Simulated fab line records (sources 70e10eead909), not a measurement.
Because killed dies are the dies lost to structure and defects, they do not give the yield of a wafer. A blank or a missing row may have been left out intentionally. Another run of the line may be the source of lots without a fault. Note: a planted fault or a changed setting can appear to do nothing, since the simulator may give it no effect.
Chamber matching -- flow nand harc -- 4 sister chambers for NHARC_A_WL_FILL_ALD_19 on ald metal-04
The step deposits TiN, target thk 2 nm, pulse time 3 s, ald cycles 100. 8 wafers are shown with their chamber, then 11 later ones without.

## WAFERS WITH THEIR CHAMBER
wafer,chamber,heater power w (W),precursor pulse height rel
L082.2,0,988,1.019
L084.2,1,1154,0.975
L084.3,3,1038,0.968
L084.6,1,1154,1.008
L086.1,0,985,1.023
L086.2,3,1004,0.982
L086.5,2,927,0.983
L088.1,2,942,1.044

## WAFERS WHOSE CHAMBER IS MISSING
wafer,heater power w (W),precursor pulse height rel
L088.5,955,1.019
L088.6,898,0.999
L091.1,1165,1.025
L091.2,993,1.015
L091.3,879,1.003
L094.1,1095,1.044
L094.2,897,1.014
L094.5,1103,0.979
L097.2,1131,1.017
L097.5,1099,0.997
L097.6,970,0.985

## THE CHAMBER EACH PASSED THROUGH
wafer,from the rows above,in truth
L088.5,can't be placed: 2 or 0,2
L088.6,2,2
L091.1,1,1
L091.2,0,0
L091.3,2,2
L094.1,can't be placed: 1 or 3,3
L094.2,2,2
L094.5,1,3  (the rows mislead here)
L097.2,1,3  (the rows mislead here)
L097.5,can't be placed: 1 or 3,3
L097.6,can't be placed: 0 or 2 or 3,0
Correctly placed: 5 of 11. These rows do not allow placing 4 (true chamber among the candidates in 4). Wrongly placed: 2.
How it was worked out, from the rows above alone: a wafer's distance from a chamber is the root of the sum, over the readings, of the square of ((its reading less the chamber's mean) divided by the reading's scatter). If the next closest chamber is less than 2 further off than the closest, the wafer can't be placed; otherwise it belongs to the closest. Each chamber's mean is taken over the wafers shown for it. The scatter: the root of (the sum of the squares of (reading less its chamber's mean) over the shown wafers, divided by (wafers less chambers)).
